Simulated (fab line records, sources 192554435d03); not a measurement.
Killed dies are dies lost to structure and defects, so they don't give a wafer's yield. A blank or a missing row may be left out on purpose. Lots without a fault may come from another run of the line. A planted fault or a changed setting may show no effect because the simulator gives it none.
fab line records | flow n5_finfet
record lots=11 wafers=33 last_day=17
route steps=1938 shown MOL_CONTACT_COAG@552 MIM_TOP@1838 MIM_TOP_LITHO@1850 TV_LITHO@1884 PASSIVATION@1936
lots that met no fault: from a run of the same line without faults
start_h: hours from the record's first day to the start of the lot's first wafer shown | wait_h: hours since the lot's step before | " the same as in the row above | L1.1+2: a row that stands for several wafers | - no value, or no start given | * or withheld: withheld | < > ~ a bound
route shown NAME@n: a module of which the file shows steps, and the number in the route of the first | usual: mean/standard deviation of fault-free wafers | same: alike in all rows | chamber/n: place in a boat | sites: the reading at each site | _std_site: their standard deviation | _edge_site: outer sites' mean less inner sites' | radius_mm: how far each site lies from the wafer's centre | mask NAME#n: copy n | behind: the tool/chamber that last shaped the wafer | hold: why the lot was held/for how many hours/how that ended | device: the transistor (n, p or np) that didn't switch | end of line: the same wafers' tests at the end of the route | a step without rows: its recipe alone | killed: dies lost to structure and defects at the first sort, not the wafer's yield | map: a wafer's dies, x killed, . not, _ none there
set.NAME: the setting as run; set.NAME@STEP: as run at that earlier step | model.NAME: the simulator's own value behind a step, which no gauge read
steps of the route over a sample of lots; a table a step, a row a wafer
services: from which hour (start_h, from the record's first day; less than 0 if before it) a tool's chamber was out of use, for how many hours, and why
## steps
# step N5_MOL_CONTACT_COAG_PRECLEAN_125
# recipe chemistry=DIW time_s=57.5 temp_c=23
# usual bath_heat_duty_pct=3.6/0.56
# columns lot.wafer tool chamber start_h wait_h bath_heat_duty_pct
L292.1 wet_bench-05 5 94.33 0.2 3.8
L292.5 " 1 " " 3.6
L292.6 " 7 " " 3.6
L293.1 wet_bench-02 1 97.55 0.1 4.1
L293.2 " 5 " " 4.1
L293.4 " 4 " " 2.7
L294.4 wet_bench-06 1 109.63 0.1 4.9
L294.5 " 3 " " 4.5
L294.6 " 2 " " 2.8
L296.1 wet_bench-02 1 117.62 0.1 4.1
L296.4 " 3 " " 4.1
L296.6 " 4 " " 2.9
L297.4 wet_bench-05 7 126.01 0.1 3.6
L297.5 " 1 " " 2.8
L297.6 " 6 " " 3.1
L303.1 wet_bench-06 4 161.10 0.1 2.6
L303.2 " 6 " " 3.6
L303.4 " 3 " " 3.5
L308.1 wet_bench-05 4 201.05 0.1 3.8
L308.2 " 3 " " 3.6
L308.5 " 6 " " 4.3
L312.1 wet_bench-02 3 213.06 0.1 4.0
L312.2 " 1 " " 3.3
L312.3 " 7 " " 5.3
L313.2 wet_bench-06 2 221.83 0.1 2.9
L313.3 " 5 " " 3.4
L313.6 " 1 " " 3.4
L314.1 wet_bench-06 3 229.36 0.1 3.9
L314.3 " 0 " " 3.6
L314.5 " 1 " " 3.7
L315.3 wet_bench-02 1 231.90 0.1 3.3
L315.4 " 6 " " 3.6
L315.6 " 0 " " 4.6
# step N5_MIM_TOP_SPUTTER_03
# recipe material=TiN target_thk_a=350 temp_c=200 power_w=3000 chamber_pressure_pa=0.49996 gas=Ar reactive_partial_pa=0.37997 time_s=89.7
# usual throttle_valve_pct=29.5/0.82
# columns lot.wafer tool chamber start_h wait_h throttle_valve_pct
L292.1 pvd_sputter-02 - 255.14 0.0 29.6
L292.5 " - " " 29.4
L292.6 " - " " 28.9
L293.1 pvd_sputter-02 - 263.75 0.0 28.9
L293.2 " - " " 29.8
L293.4 " - " " 29.6
L296.1 pvd_sputter-03 - 271.63 0.0 29.3
L296.4 " - " " 30.4
L296.6 " - " " 29.3
L294.4 pvd_sputter-03 - 272.77 0.0 29.5
L294.5 " - " " 29.4
L294.6 " - " " 30.3
L297.4 pvd_sputter-01 - 278.69 0.0 28.9
L297.5 " - " " 28.9
L297.6 " - " " 28.3
L303.1 pvd_sputter-01 - 326.12 0.0 27.7
L303.2 " - " " 28.9
L303.4 " - " " 28.2
L308.1 pvd_sputter-03 - 350.01 0.0 29.1
L308.2 " - " " 29.3
L308.5 " - " " 28.8
L312.1 pvd_sputter-02 - 386.63 0.0 29.1
L312.2 " - " " 29.8
L312.3 " - " " 29.2
L313.2 pvd_sputter-02 - 391.09 0.0 29.3
L313.3 " - " " 28.9
L313.6 " - " " 29.8
L315.3 pvd_sputter-02 - 399.22 0.0 29.0
L315.4 " - " " 30.0
L315.6 " - " " 29.5
L314.1 pvd_sputter-02 - 404.02 0.0 29.7
L314.3 " - " " 29.2
L314.5 " - " " 29.5
# step N5_MIM_TOP_LITHO_DESCUM_10
# recipe chemistry=O2 time_s=7.9 source_power_w=50 bias_power_w=20 pressure_mtorr=20 rf_frequency_hz=2.712e+07 temp_c=40 o2_flow_sccm=225
# usual drypump_motor_current_A=5.6/0.41 oes_product_au=0.80/0.067 rf_vpp_V=243.3/1.4 showerhead_plenum_p_Torr=2.10/0.066 throttle_valve_pct=20.57/0.27
# columns lot.wafer tool chamber start_h wait_h drypump_motor_current_A oes_product_au rf_hours_counter_h rf_vpp_V showerhead_plenum_p_Torr throttle_valve_pct
L292.1 rie_diel-04 3 255.63 0.0 5.4 0.78 118 243.3 2.11 20.65
L292.5 " 2 " " 5.6 0.88 - 244.5 2.13 20.76
L292.6 " 0 " " 5.5 0.86 - 244.5 2.12 20.57
L293.1 rie_diel-01 3 264.50 0.3 6.2 0.79 130 244.7 2.20 20.91
L293.2 " 0 " " 5.9 0.90 42 244.4 2.13 20.26
L293.4 " 1 " " 6.1 0.74 150 241.7 2.01 20.72
L296.1 rie_diel-01 2 272.24 0.0 5.6 0.86 63 244.5 2.22 20.10
L296.4 " 1 " " 6.0 0.74 - 241.3 2.01 20.73
L296.6 " 0 " " 6.0 0.90 - 243.8 2.13 20.27
L294.4 rie_diel-01 1 273.32 0.1 6.1 0.74 - 240.1 2.00 20.74
L294.5 " 2 " " 5.6 0.85 - 245.1 2.22 20.10
L294.6 " 0 " " 5.9 0.91 - 244.2 2.13 20.25
L297.4 rie_diel-01 3 279.16 0.0 6.2 0.78 133 246.2 2.20 20.91
L297.5 " 2 " " 5.6 0.85 - 245.3 2.22 20.09
L297.6 " 3 " " 6.2 0.78 - 243.3 2.20 20.94
L303.1 rie_diel-04 1 326.73 0.0 4.8 0.91 24 243.6 2.04 20.29
L303.2 " 2 " " 5.6 0.85 72 243.6 2.12 20.77
L303.4 " 0 " " 5.5 0.83 88 245.1 2.11 20.60
L308.1 rie_diel-04 3 350.62 0.0 5.4 0.75 151 243.8 2.10 20.70
L308.2 " 1 " " 4.7 0.90 33 242.0 2.04 20.29
L308.5 " 1 " " 4.8 0.89 - 242.7 2.04 20.31
L312.1 rie_diel-01 3 387.52 0.3 6.2 0.74 173 243.9 2.18 20.98
L312.2 " 2 " " 5.6 0.81 100 242.9 2.20 20.17
L312.3 " 0 " " 5.9 0.84 81 242.5 2.12 20.32
L313.2 rie_diel-01 2 391.70 0.0 5.6 0.81 102 245.6 2.20 20.16
L313.3 " 1 " " 6.0 0.70 198 241.9 1.99 20.80
L313.6 " 3 " " 6.2 0.73 - 243.6 2.18 21.00
L315.3 rie_diel-04 0 399.90 0.1 5.5 0.80 114 243.5 2.10 20.64
L315.4 " 2 " " 5.6 0.82 94 243.7 2.12 20.82
L315.6 " 1 " " 4.8 0.86 - 242.1 2.03 20.32
L314.1 rie_diel-01 0 404.62 0.0 5.9 0.85 85 243.1 2.12 20.34
L314.3 " 2 " " 5.6 0.81 107 245.6 2.20 20.17
L314.5 " 0 " " 5.9 0.84 - 244.2 2.12 20.31
# step N5_PASSIVATION_OVL_MEAS_60
# recipe points_per_wafer=44
# usual TV_OVL=0/5.8
# columns lot.wafer tool chamber start_h wait_h TV_OVL[nm]
L292.1 overlay-01 0 258.25 0.0 9
L292.5 " 0 " " 15
L292.6 " 0 " " 1
L296.1 overlay-02 0 274.45 0.0 2
L296.4 " 0 " " 3
L296.6 " 0 " " 2
L294.4 overlay-02 0 275.36 0.0 -12
L294.5 " 0 " " -8
L294.6 " 0 " " -16
L293.1 overlay-02 0 278.12 0.0 -2
L293.2 " 0 " " 1
L293.4 " 0 " " 8
L297.4 overlay-02 0 282.75 0.0 -1
L297.5 " 0 " " -6
L297.6 " 0 " " -9
L303.1 overlay-02 0 329.06 0.0 1
L303.2 " 0 " " 1
L303.4 " 0 " " -2
L308.1 overlay-02 0 357.48 0.0 -3
L308.2 " 0 " " -4
L308.5 " 0 " " 0
L312.1 overlay-01 0 390.94 0.0 0
L312.2 " 0 " " -2
L312.3 " 0 " " -1
L313.2 overlay-01 0 394.48 0.0 11
L313.3 " 0 " " 1
L313.6 " 0 " " 5
L315.3 overlay-02 0 403.84 0.0 -10
L315.4 " 0 " " 2
L315.6 " 0 " " 8
L314.1 overlay-01 0 406.99 0.0 -5
L314.3 " 0 " " 0
L314.5 " 0 " " 5
# step N5_PASSIVATION_PROBE_49
# usual defect_limited_yield=91.1/1.4 killed_at_M0_to_M3=35/8.7 killed_at_M4_up=14/5.3 killed_at_contacts=12/6.2 killed_at_front_end=41/12 killed_at_other=3.4/2.6 killed_dies=105/16 killed_open=67/13 killed_short=36/7.3 sort_bin_5_function=5.2/0.96 sort_bin_6_memory=3.3/0.6 sort_n_pass=1075/16 sort_yield_pct=91.1/1.4
# same gross_dies=1180 killed_at_back_side=0 sort_bin_4_leakage[%]=0 sort_bin_8_speed[%]=0
# columns lot.wafer tool chamber start_h wait_h defect_limited_yield[%] killed_at_M0_to_M3 killed_at_M4_up killed_at_contacts killed_at_front_end killed_at_other killed_dies killed_open killed_short sort_bin_5_function[%] sort_bin_6_memory[%] sort_n_pass sort_yield_pct[%]
L303.1 prober-01 - 336.10 0.0 91.7 38 12 10 37 1 98 59 36 5.2 2.7 1082 91.7
L303.2 prober-01 - 336.15 0.1 79.2 31 7 161 43 4 246 57 35 12.7 4.8 934 79.2
L303.4 prober-01 - 336.25 0.2 91.1 32 3 16 46 8 105 66 38 5.8 2.7 1075 91.1
# killed by level:class
L303.1 BEOL_M0_SAQP:geometric_particle:short=12 MOL_CONTACT_COAG:geometric_particle:open=9 BEOL_M2:geometric_particle:open=8 GATE_CUT:geometric_particle:short=7 DUMMY_GATE:geometric_particle:open=6 BEOL_M0:geometric_particle:open=6 STI_FIN_REVEAL:geometric_particle:open=4 GATE_CUT:geometric_particle:open=4
L303.2 MOL_CONTACT_COAG:unspecified=149 BEOL_M0_SAQP:geometric_particle:open=10 MOL_CONTACT_COAG:geometric_particle:open=9 BEOL_M0_SAQP:geometric_particle:short=9 GATE_CUT:geometric_particle:short=8 STI_FIN_REVEAL:geometric_particle:open=7 BEOL_M3:geometric_particle:open=6 HKMG_FIN:area_etch=4
L303.4 BEOL_M0_SAQP:geometric_particle:open=13 MOL_CONTACT_COAG:geometric_particle:open=13 FIN_SAQP:geometric_particle:short=12 GATE_CUT:geometric_particle:short=9 FIN_SAQP:geometric_particle:open=8 BEOL_M0_SAQP:geometric_particle:short=6 STI_FIN_REVEAL:geometric_particle:open=5 BEOL_M1:geometric_particle:open=4
## services
# columns tool chamber start_h hours kind
rie_diel-01 2 95.82 - clean
rie_diel-01 2 95.82 - consumable_replace:focus_ring
rie_diel-01 2 95.82 - consumable_replace:showerhead
rie_diel-01 2 95.82 15.9 scheduled_down
rie_diel-01 2 95.82 15.9 vent_cycle
pvd_sputter-03 - 104.26 1.1 repair
rie_diel-01 1 105.60 1.4 repair
rie_diel-04 1 120.61 9.8 repair
rie_diel-01 0 125.47 - clean
rie_diel-01 0 125.47 - consumable_replace:focus_ring
rie_diel-01 0 125.47 24.0 scheduled_down
rie_diel-01 0 125.47 24.0 vent_cycle
rie_diel-01 3 270.15 5.9 repair
rie_diel-01 2 285.76 10.5 repair
rie_diel-01 0 307.46 4.7 repair
rie_diel-01 0 314.89 13.9 repair
rie_diel-01 1 329.92 2.2 repair
rie_diel-04 3 350.74 3.8 repair
rie_diel-01 - 352.40 0.5 repair
pvd_sputter-01 - 363.13 9.5 repair
pvd_sputter-02 - 369.14 3.4 repair
wet_bench-05 - 371.06 4.4 pm
rie_diel-01 - 374.73 2.8 pm
rie_diel-01 0 391.51 7.0 repair
## key
first_sign step=N5_PASSIVATION_PROBE_49 reading=killed_at_contacts direction=up sigmas=24 usual=12 struck=161
effect step=N5_PASSIVATION_PROBE_49 reading=defect_limited_yield direction=down sigmas=8.6 usual=91.1 struck=79.2
more_kills_born_at N5_MOL_CONTACT_COAG_PRECLEAN_125@wet_bench-06=149
met_at N5_MOL_CONTACT_COAG_PRECLEAN_125
struck_lots L303
struck_wafers L303.2
not_acting_at N5_MIM_TOP_SPUTTER_03,N5_MIM_TOP_LITHO_DESCUM_10,N5_PASSIVATION_OVL_MEAS_60
fault kind=chamber_particle_source tool=wet_bench-06 chamber=6 onset_h=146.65 steps=N5_MOL_CONTACT_COAG_PRECLEAN_125 rate_per_visit_cm2=1.0375 end_h=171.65
